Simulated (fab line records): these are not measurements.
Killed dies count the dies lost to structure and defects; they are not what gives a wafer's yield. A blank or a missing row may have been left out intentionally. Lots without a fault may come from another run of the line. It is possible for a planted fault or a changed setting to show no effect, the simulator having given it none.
fab line records    flow n5_finfet
record: lots: 5  wafers: 15  last_day: 18
route steps=1938 shown FIN_SAQP@103
lots that met no fault: from a run of the same line without faults
start_h: start of the lot's first displayed wafer, in hours after the record's first day    wait_h: hours from the lot's prior step to this one    " as in the row above    L1.1+2: several wafers, shown together as one row    - no value, or no start was given    * or withheld: withheld    < > ~ a bound
route shown NAME@n: names a module that has steps shown in the file, with the first one's number in the route    usual: mean and standard deviation over wafers with no fault    same: alike in all rows    chamber/n: place in a boat    sites: each site's reading    _std_site: how widely they spread, as a standard deviation    _edge_site: inner sites' mean taken away from outer sites' mean    radius_mm: for every site, how far away it sits from the centre of the wafer    mask NAME#n: copy n    behind: tool/chamber where the wafer was last shaped    hold: the reason the lot was held/the length of the hold in hours/how it ended    device: names the non-switching transistor (n, p or np)    end of line: the tests these same wafers got at the end of their route    step lacking rows: just its recipe    killed: at the first sort, the dies lost to defects and structure; wafer yield is something else    map: a wafer's dies, marking killed ones x, the rest . and places with no die _
set.NAME: the setting as run; set.NAME@STEP: as run at that earlier step    model.NAME: the simulator's own value behind a step, which no gauge read
lots seen at some steps along the route; tables by step, rows by wafer
services: when a tool's chamber went out of use (start_h, in hours from the record's first day, below 0 if earlier), for how many hours, and the reason
== steps ==
step: N5_FIN_SAQP_COAT_49
recipe: resist: SOC  temp_c: 250  time_s: 60  spin_rpm: 1500  resist_thk_nm: 100
usual: chill_plate_temp_C: 22.99/0.1  plate_temp_C: 249.99/0.18  resist_line_temp_C: 22.99/0.12
lot.wafer  tool            chamber  start_h  wait_h  chill_plate_temp_C  plate_temp_C  resist_line_temp_C
L075.1     litho_track-05  0        27.08    0.1     22.98               249.99        22.91
L075.2     "               0        "        "       22.99               249.88        23.08
L075.6     "               0        "        "       22.87               249.72        22.91
L084.1     litho_track-05  0        80.94    0.1     22.90               250.22        22.94
L084.2     "               0        "        "       22.84               249.94        23.07
L084.4     "               0        "        "       22.90               250.07        22.84
L086.2     litho_track-04  0        94.11    0.1     22.85               250.01        23.05
L086.4     "               0        "        "       22.89               250.12        23.21
L086.6     "               0        "        "       23.07               250.10        23.07
L088.1     litho_track-03  0        105.79   0.1     23.03               249.98        22.97
L088.3     "               0        "        "       22.97               249.79        22.99
L088.4     "               0        "        "       23.02               250.03        22.91
L097.2     litho_track-05  0        162.57   0.1     23.10               250.17        22.99
L097.3     "               0        "        "       23.09               250.02        22.95
L097.4     "               0        "        "       23.03               250.23        23.03
step: N5_FIN_SAQP_COAT_50
recipe: resist: SiARC  temp_c: 220  time_s: 60  spin_rpm: 1500  resist_thk_nm: 35
usual: chill_plate_temp_C: 22.97/0.12  plate_temp_C: 220.01/0.18  resist_line_temp_C: 23.01/0.11
lot.wafer  tool            chamber  start_h  wait_h  chill_plate_temp_C  plate_temp_C  resist_line_temp_C
L075.1     litho_track-05  0        -        -       22.79               220.05        23.03
L075.2     "               0        "        "       22.91               219.94        23.06
L075.6     "               0        "        "       22.91               220.14        23.00
L084.1     litho_track-05  0        -        -       22.90               219.93        23.04
L084.2     "               0        "        "       22.87               219.94        23.19
L084.4     "               0        "        "       23.13               219.73        23.04
L086.2     litho_track-04  0        -        -       22.88               220.21        23.12
L086.4     "               0        "        "       22.97               220.26        23.18
L086.6     "               0        "        "       22.90               220.21        23.14
L088.1     litho_track-03  0        -        -       23.07               219.74        22.94
L088.3     "               0        "        "       22.89               220.04        23.01
L088.4     "               0        "        "       23.18               219.87        22.84
L097.2     litho_track-05  0        -        -       22.92               220.10        23.04
L097.3     "               0        "        "       23.01               220.06        23.10
L097.4     "               0        "        "       22.92               220.07        22.97
step: N5_FIN_SAQP_COAT_10
recipe: resist: CAR-ArF  spin_rpm: 1500  resist_thk_nm: 90
usual: chill_plate_temp_C: 22.99/0.1  resist_line_temp_C: 22.99/0.13
lot.wafer  tool            chamber  start_h  wait_h  chill_plate_temp_C  resist_line_temp_C
L075.1     litho_track-05  0        -        -       22.93               22.95
L075.2     "               0        "        "       22.99               22.90
L075.6     "               0        "        "       22.93               22.99
L084.1     litho_track-05  0        -        -       23.05               22.75
L084.2     "               0        "        "       22.88               23.03
L084.4     "               0        "        "       23.09               23.06
L086.2     litho_track-04  0        -        -       23.01               22.83
L086.4     "               0        "        "       22.92               23.07
L086.6     "               0        "        "       22.94               22.96
L088.1     litho_track-03  0        -        -       22.96               22.79
L088.3     "               0        "        "       23.10               22.83
L088.4     "               0        "        "       22.93               22.83
L097.2     litho_track-05  0        -        -       22.91               23.09
L097.3     "               0        "        "       22.95               23.03
L097.4     "               0        "        "       22.88               23.06
step: N5_FIN_SAQP_EBR_12
recipe: solvent: PGMEA  ebr_width_mm: 1.5
usual: chill_plate_temp_C: 23.00/0.094  resist_line_temp_C: 23.00/0.11
same: ebr_width_mm: 1.5
lot.wafer  tool            chamber  start_h  wait_h  chill_plate_temp_C  resist_line_temp_C
L075.1     litho_track-05  0        -        -       22.98               22.95
L075.2     "               0        "        "       23.03               22.96
L075.6     "               0        "        "       22.98               23.04
L084.1     litho_track-05  0        -        -       22.93               22.95
L084.2     "               0        "        "       23.02               23.07
L084.4     "               0        "        "       22.97               22.97
L086.2     litho_track-04  0        -        -       23.11               22.90
L086.4     "               0        "        "       23.01               23.07
L086.6     "               0        "        "       23.06               23.12
L088.1     litho_track-03  0        -        -       22.89               23.20
L088.3     "               0        "        "       22.92               23.09
L088.4     "               0        "        "       22.90               23.16
L097.2     litho_track-05  0        -        -       23.19               22.85
L097.3     "               0        "        "       22.98               23.10
L097.4     "               0        "        "       23.15               23.01
step: N5_FIN_SAQP_SOFTBAKE_11
recipe: temp_c: 110  time_s: 60  resist: CAR-ArF
usual: chill_plate_temp_C: 23.02/0.099  plate_temp_C: 109.99/0.13  resist_line_temp_C: 22.99/0.11
lot.wafer  tool            chamber  start_h  wait_h  chill_plate_temp_C  plate_temp_C  resist_line_temp_C
L075.1     litho_track-05  0        -        -       23.06               109.70        23.14
L075.2     "               0        "        "       22.92               109.96        22.97
L075.6     "               0        "        "       22.99               109.97        22.81
L084.1     litho_track-05  0        -        -       23.07               109.88        22.91
L084.2     "               0        "        "       22.93               109.97        22.98
L084.4     "               0        "        "       22.95               109.97        23.01
L086.2     litho_track-04  0        -        -       22.98               109.96        23.04
L086.4     "               0        "        "       22.96               110.09        23.05
L086.6     "               0        "        "       23.05               109.93        23.01
L088.1     litho_track-03  0        -        -       23.09               109.91        22.91
L088.3     "               0        "        "       22.90               109.96        22.97
L088.4     "               0        "        "       23.11               109.98        22.93
L097.2     litho_track-05  0        -        -       23.00               109.93        23.09
L097.3     "               0        "        "       22.80               109.99        23.13
L097.4     "               0        "        "       22.91               110.32        23.16
step: N5_FIN_SAQP_EXPOSE_13
recipe: mask_id: FIN_CORE  na: 1.35  source_shape: dipole  sigma_inner: 0.538  sigma_outer: 0.738  polarization: te  target_cd_nm: 35.6  dose_mj: 63.25
same: dipole_opening_deg: 40
lot.wafer   tool             chamber  start_h  wait_h  mask
L075.1+2+6  arfi_scanner-01  0        27.20    -       FIN_CORE#0
L084.1+2+4  arfi_scanner-02  0        81.05    -       FIN_CORE#0
L086.2+4+6  arfi_scanner-01  0        94.36    -       FIN_CORE#0
L088.1+3+4  arfi_scanner-03  0        112.11   -       FIN_CORE#0
L097.2+3+4  arfi_scanner-02  0        162.82   -       FIN_CORE#0
step: N5_FIN_SAQP_PEB_14
recipe: peb_temp_c: withheld  peb_time_s: 60  resist: CAR-ArF
usual: chill_plate_temp_C: 23.00/0.12  resist_line_temp_C: 22.98/0.1
lot.wafer  tool            chamber  start_h  wait_h  chill_plate_temp_C  resist_line_temp_C
L075.1     litho_track-05  0        27.26    0.1     22.70               23.00
L075.2     "               0        "        "       22.85               23.04
L075.6     "               0        "        "       22.93               22.78
L084.1     litho_track-04  0        81.11    0.1     22.99               22.85
L084.2     "               0        "        "       22.90               22.96
L084.4     "               0        "        "       22.95               23.07
L086.2     litho_track-05  0        94.41    0.0     23.02               23.10
L086.4     "               0        "        "       22.98               23.04
L086.6     "               0        "        "       23.01               23.08
L088.1     litho_track-05  0        112.17   0.1     23.00               22.91
L088.3     "               0        "        "       23.13               22.87
L088.4     "               0        "        "       23.11               22.78
L097.2     litho_track-04  0        162.88   0.0     22.95               23.07
L097.3     "               0        "        "       23.06               23.08
L097.4     "               0        "        "       22.90               22.96
step: N5_FIN_SAQP_DEVELOP_15
recipe: develop_time_s: 30  developer: TMAH  resist: CAR-ArF  dev_temp_c: 23  rinse_liquid: diw  dry: air_spin
usual: chill_plate_temp_C: 23.00/0.11  resist_line_temp_C: 23.01/0.11
lot.wafer  tool            chamber  start_h  wait_h  chill_plate_temp_C  resist_line_temp_C
L075.1     litho_track-05  0        -        -       23.18               22.93
L075.2     "               0        "        "       23.04               22.87
L075.6     "               0        "        "       22.89               23.05
L084.1     litho_track-04  0        -        -       23.01               23.07
L084.2     "               0        "        "       22.97               23.07
L084.4     "               0        "        "       23.01               22.89
L086.2     litho_track-05  0        -        -       23.08               22.90
L086.4     "               0        "        "       22.99               23.17
L086.6     "               0        "        "       23.14               22.95
L088.1     litho_track-05  0        -        -       22.80               22.85
L088.3     "               0        "        "       22.85               22.97
L088.4     "               0        "        "       22.93               22.92
L097.2     litho_track-04  0        -        -       22.93               23.08
L097.3     "               0        "        "       22.93               23.19
L097.4     "               0        "        "       22.93               23.27
step: N5_FIN_SAQP_CD_MEAS_16
recipe: target_cd_nm: 35.6  landing_energy_ev: 500  detector: se_inlens
usual: cd_nm: 35.6/0.31
lot.wafer  tool       chamber  start_h  wait_h  cd_nm
L075.1     cd_sem-02  0        27.32    -       35.3
L075.2     "          0        "        "       35.3
L075.6     "          0        "        "       35.5
L084.1     cd_sem-03  0        81.18    -       35.6
L084.2     "          0        "        "       35.4
L084.4     "          0        "        "       35.3
L086.2     cd_sem-02  0        94.48    -       35.4
L086.4     "          0        "        "       35.8
L086.6     "          0        "        "       35.1
L088.1     cd_sem-01  0        112.24   -       35.5
L088.3     "          0        "        "       35.6
L088.4     "          0        "        "       35.2
L097.2     cd_sem-02  0        162.94   -       35.7
L097.3     "          0        "        "       35.2
L097.4     "          0        "        "       35.6
step: N5_FIN_SAQP_OVL_MEAS_17
recipe: points_per_wafer: 44
usual: FIN_CORE_OVL: 0.6/0.8
lot.wafer  tool        chamber  start_h  wait_h  FIN_CORE_OVL[nm]
L075.1     overlay-02  0        27.36    0.0     0.1
L075.2     "           0        "        "       -0.4
L075.6     "           0        "        "       0.3
L084.1     overlay-01  0        81.22    0.0     1.2
L084.2     "           0        "        "       1.1
L084.4     "           0        "        "       0.9
L086.2     overlay-02  0        94.52    0.0     0.0
L086.4     "           0        "        "       -0.6
L086.6     "           0        "        "       -0.1
L088.1     overlay-02  0        112.28   0.0     0.3
L088.3     "           0        "        "       0.4
L088.4     "           0        "        "       1.3
L097.2     overlay-01  0        162.98   0.0     0.1
L097.3     "           0        "        "       -0.9
L097.4     "           0        "        "       -0.6
step: N5_FIN_SAQP_INSPECT_18
recipe: mode: adi  inspect_instrument: brightfield
usual: raw_defect_count: 429/120
lot.wafer  tool               chamber  start_h  wait_h  raw_defect_count
L075.1     defect_inspect-01  -        27.39    0.0     628
L075.2     "                  -        "        "       580
L075.6     "                  -        "        "       713
L084.1     defect_inspect-01  -        81.24    0.0     435
L084.2     "                  -        "        "       558
L084.4     "                  -        "        "       343
L086.2     defect_inspect-02  -        94.54    0.0     398
L086.4     "                  -        "        "       458
L086.6     "                  -        "        "       448
L088.1     defect_inspect-01  -        112.30   0.0     546
L088.3     "                  -        "        "       455
L088.4     "                  -        "        "       352
L097.2     defect_inspect-01  -        163.01   0.0     421
L097.3     "                  -        "        "       332
L097.4     "                  -        "        "       330
step: N5_FIN_SAQP_DESCUM_21
recipe: chemistry: O2  time_s: 7.9  source_power_w: 50  bias_power_w: 20  pressure_mtorr: 20  rf_frequency_hz: 2.712e+07  temp_c: 40  resist: CAR-ArF  o2_flow_sccm: 225
usual: drypump_motor_current_A: 5.9/0.52  oes_product_au: 0.79/0.065  rf_vpp_V: 243.2/1.2  showerhead_plenum_p_Torr: 2.10/0.059  throttle_valve_pct: 20.41/0.28
lot.wafer  tool         chamber  start_h  wait_h  drypump_motor_current_A  oes_product_au  rf_hours_counter_h  rf_vpp_V  showerhead_plenum_p_Torr  throttle_valve_pct
L075.1     rie_diel-05  1        27.56    0.2     6.7                      0.83            63                  243.9     2.13                      20.01
L075.2     "            0        "        "       6.4                      0.88            54                  243.9     2.11                      20.21
L075.6     "            0        "        "       6.4                      0.88            -                   244.1     2.11                      20.22
L084.1     rie_diel-05  2        81.48    0.2     6.3                      0.74            167                 242.4     2.09                      20.71
L084.2     "            0        "        "       6.4                      0.86            71                  243.6     2.10                      20.26
L084.4     "            1        "        "       6.7                      0.80            81                  243.7     2.12                      20.04
L086.2     rie_diel-02  3        94.58    0.0     5.7                      0.73            172                 242.2     2.11                      20.71
L086.4     "            1        "        "       6.7                      0.87            46                  245.1     2.21                      19.98
L086.6     "            2        "        "       6.1                      0.81            -                   243.8     2.11                      20.34
L088.1     rie_diel-06  3        112.34   0.0     5.0                      0.74            158                 241.1     2.02                      20.05
L088.3     "            0        "        "       5.8                      0.71            200                 241.9     1.97                      20.56
L088.4     "            2        "        "       4.9                      0.70            186                 242.2     2.16                      20.80
L097.2     rie_diel-05  2        163.19   0.2     6.2                      0.73            191                 242.0     2.08                      20.74
L097.3     "            1        "        "       6.6                      0.77            105                 243.6     2.11                      20.06
L097.4     "            1        "        "       6.6                      0.77            -                   243.7     2.11                      20.07
step: N5_FIN_SAQP_ETCH_51
recipe: chemistry: CF4  target: SiARC  target_depth_a: 455  mask_material: CAR-ArF  time_s: 75.8  ion_energy_ev: 80  pressure_mtorr: 40  source_w: 545  bias_w: 36  Ar_flow_sccm: 100  cf4_flow_sccm: 100  ends: cleared
usual: drypump_motor_current_A: 5.9/0.52  etch_rf_on_time_s: 76.4/1.9  oes_product_au: 0.68/0.052  rf_vpp_V: 184.2/1.1  showerhead_plenum_p_Torr: 2.15/0.062  throttle_valve_pct: 15.58/0.25
lot.wafer  tool         chamber  start_h  wait_h  drypump_motor_current_A  etch_rf_on_time_s  oes_product_au  rf_hours_counter_h  rf_vpp_V  showerhead_plenum_p_Torr  throttle_valve_pct
L075.1     rie_diel-05  1        27.60    0.0     6.7                      79.0               0.69            63                  183.4     2.17                      15.18
L075.2     "            0        "        "       6.4                      73.2               0.75            54                  186.0     2.18                      15.52
L075.6     "            0        "        "       6.4                      72.4               0.76            -                   184.7     2.18                      15.54
L084.1     rie_diel-05  2        81.51    0.0     6.3                      76.6               0.63            167                 184.3     2.15                      15.92
L084.2     "            0        "        "       6.4                      71.7               0.74            71                  184.6     2.18                      15.57
L084.4     "            1        "        "       6.7                      79.3               0.68            81                  186.1     2.17                      15.21
L086.2     rie_diel-02  3        94.61    0.0     5.7                      74.4               0.65            172                 181.7     2.14                      15.76
L086.4     "            1        "        "       6.7                      75.4               0.74            46                  184.4     2.27                      15.28
L086.6     "            2        "        "       6.1                      78.3               0.69            -                   184.8     2.16                      15.52
L088.1     rie_diel-06  3        112.37   0.0     5.0                      77.7               0.63            158                 183.1     2.06                      15.25
L088.3     "            0        "        "       5.8                      78.1               0.61            200                 181.4     2.03                      15.85
L088.4     "            2        "        "       4.9                      79.7               0.59            186                 185.9     2.22                      16.01
L097.2     rie_diel-05  2        163.22   0.0     6.2                      78.2               0.61            191                 181.9     2.14                      15.95
L097.3     "            1        "        "       6.7                      78.8               0.66            106                 185.5     2.16                      15.27
L097.4     "            1        "        "       6.7                      78.7               0.67            -                   183.5     2.16                      15.26
step: N5_FIN_SAQP_ETCH_52
recipe: chemistry: N2/H2  target: SOC  target_depth_a: 1000  overetch_a: 200  mask_material: SiARC  temp_c: 40  time_s: 150  ion_energy_ev: 200  pressure_mtorr: 30  source_w: 840  bias_w: 150  n2_flow_sccm: 200  h2_flow_sccm: 200  ends: end_point
usual: drypump_motor_current_A: 5.9/0.52  oes_product_au: 0.71/0.052  rf_vpp_V: 524.0/2.1  showerhead_plenum_p_Torr: 2.55/0.073  throttle_valve_pct: 17.76/0.3
lot.wafer  tool         chamber  start_h  wait_h  drypump_motor_current_A  oes_product_au  rf_hours_counter_h  rf_vpp_V  showerhead_plenum_p_Torr  throttle_valve_pct
L075.1     rie_diel-05  1        27.65    0.0     6.6                      0.74            63                  526.0     2.57                      17.35
L075.2     "            0        "        "       6.4                      0.78            54                  525.2     2.58                      17.68
L075.6     "            0        "        "       6.4                      0.77            -                   524.0     2.58                      17.67
L084.1     rie_diel-05  2        81.57    0.0     6.3                      0.67            167                 524.1     2.55                      18.26
L084.2     "            0        "        "       6.4                      0.74            71                  524.0     2.58                      17.72
L084.4     "            1        "        "       6.6                      0.72            81                  524.2     2.57                      17.39
L086.2     rie_diel-02  3        94.67    0.0     5.7                      0.66            172                 525.1     2.52                      17.83
L086.4     "            1        "        "       6.7                      0.77            46                  527.7     2.69                      17.30
L086.6     "            2        "        "       6.1                      0.73            -                   524.9     2.58                      17.79
L088.1     rie_diel-06  3        112.43   0.0     5.0                      0.66            158                 519.5     2.45                      17.46
L088.3     "            0        "        "       5.8                      0.64            200                 520.7     2.41                      18.10
L088.4     "            2        "        "       4.9                      0.64            186                 527.7     2.63                      18.24
L097.2     rie_diel-05  2        163.28   0.0     6.3                      0.65            191                 523.0     2.54                      18.30
L097.3     "            1        "        "       6.7                      0.71            106                 525.8     2.56                      17.44
L097.4     "            1        "        "       6.7                      0.70            -                   524.9     2.56                      17.44
step: N5_FIN_SAQP_STRIP_53
recipe: chemistry: N2/H2  temp_c: 40  n2_flow_sccm: 200  h2_flow_sccm: 200  rf_frequency_hz: 6e+07
lot.wafer   tool         chamber  start_h  wait_h
L075.1+2+6  rie_diel-05  1,0,0    27.75    0.0
L084.1+2+4  rie_diel-05  2,0,1    81.66    0.0
L086.2+4+6  rie_diel-02  3,1,2    94.77    0.0
L088.1+3+4  rie_diel-06  3,0,2    112.52   0.0
L097.2+3+4  rie_diel-05  2,1,1    163.38   0.0
step: N5_FIN_SAQP_HM_OPEN_73
recipe: chemistry: CHF3/O2  target: SiO2  stop_on: a-Si  target_depth_a: 120  over_etch_frac: 1.8  mask_material: SOC  time_s: 16.8  pressure_mtorr: 30  source_w: 650  bias_w: 170  Ar_flow_sccm: 200  CHF3_flow_sccm: 50  O2_flow_sccm: 5  ion_energy_ev: 200  ends: end_point
usual: drypump_motor_current_A: 5.9/0.51  oes_f_703_au: 0.79/0.058  oes_product_au: 0.48/0.036  rf_vpp_V: 529/10  showerhead_plenum_p_Torr: 2.42/0.072  throttle_valve_pct: 18.83/0.24
lot.wafer  tool         chamber  start_h  wait_h  drypump_motor_current_A  oes_f_703_au  oes_product_au  rf_hours_counter_h  rf_vpp_V  showerhead_plenum_p_Torr  throttle_valve_pct
L075.1     rie_diel-05  1        27.76    0.0     6.6                      0.81          0.50            63                  536       2.46                      18.46
L075.2     "            0        "        "       6.4                      0.88          0.51            54                  537       2.46                      18.83
L075.6     "            0        "        "       6.4                      0.88          0.53            -                   538       2.46                      18.81
L084.1     rie_diel-05  2        81.67    0.0     6.2                      0.74          0.44            167                 521       2.42                      19.15
L084.2     "            0        "        "       6.4                      0.86          0.49            71                  538       2.46                      18.85
L084.4     "            1        "        "       6.7                      0.78          0.49            81                  534       2.46                      18.51
L086.2     rie_diel-02  3        94.78    0.0     5.7                      0.77          0.45            172                 521       2.41                      19.01
L086.4     "            1        "        "       6.7                      0.85          0.52            46                  516       2.56                      18.53
L086.6     "            2        "        "       6.1                      0.79          0.49            -                   530       2.43                      18.75
L088.1     rie_diel-06  3        112.53   0.0     5.0                      0.73          0.44            158                 528       2.32                      18.43
L088.3     "            0        "        "       5.8                      0.71          0.42            200                 508       2.28                      19.04
L088.4     "            2        "        "       4.9                      0.68          0.42            186                 533       2.50                      19.29
L097.2     rie_diel-05  2        163.39   0.0     6.2                      0.72          0.44            191                 521       2.41                      19.17
L097.3     "            1        "        "       6.7                      0.77          0.47            106                 535       2.45                      18.53
L097.4     "            1        "        "       6.7                      0.76          0.48            -                   535       2.45                      18.55
== services ==
tool             chamber  start_h  hours  kind
arfi_scanner-01  -        6.91     1.5    pm
arfi_scanner-01  -        19.87    0.5    repair
arfi_scanner-01  -        28.47    4.9    pm
rie_diel-06      2        44.84    12.4   repair
arfi_scanner-02  -        47.37    8.0    repair
arfi_scanner-01  -        51.29    4.8    pm
arfi_scanner-01  -        56.09    1.3    pm
arfi_scanner-02  -        59.41    1.0    pm
arfi_scanner-02  -        60.60    0.2    repair
arfi_scanner-02  -        62.14    1.0    pm
arfi_scanner-01  -        84.51    1.0    pm
rie_diel-02      1        96.54    4.5    repair
arfi_scanner-02  -        99.42    1.3    pm
rie_diel-05      3        102.56   2.6    repair
arfi_scanner-02  -        106.00   27.8   repair
rie_diel-06      2        122.85   3.9    repair
arfi_scanner-02  -        136.98   0.8    repair
arfi_scanner-01  -        137.81   2.7    repair
rie_diel-06      0        138.95   18.3   repair
rie_diel-05      -        146.10   14.6   pm
arfi_scanner-01  -        148.82   0.8    pm
arfi_scanner-02  -        152.77   0.4    repair
arfi_scanner-01  -        158.48   1.0    pm
rie_diel-05      0        161.45   14.5   repair
== key ==
fault none
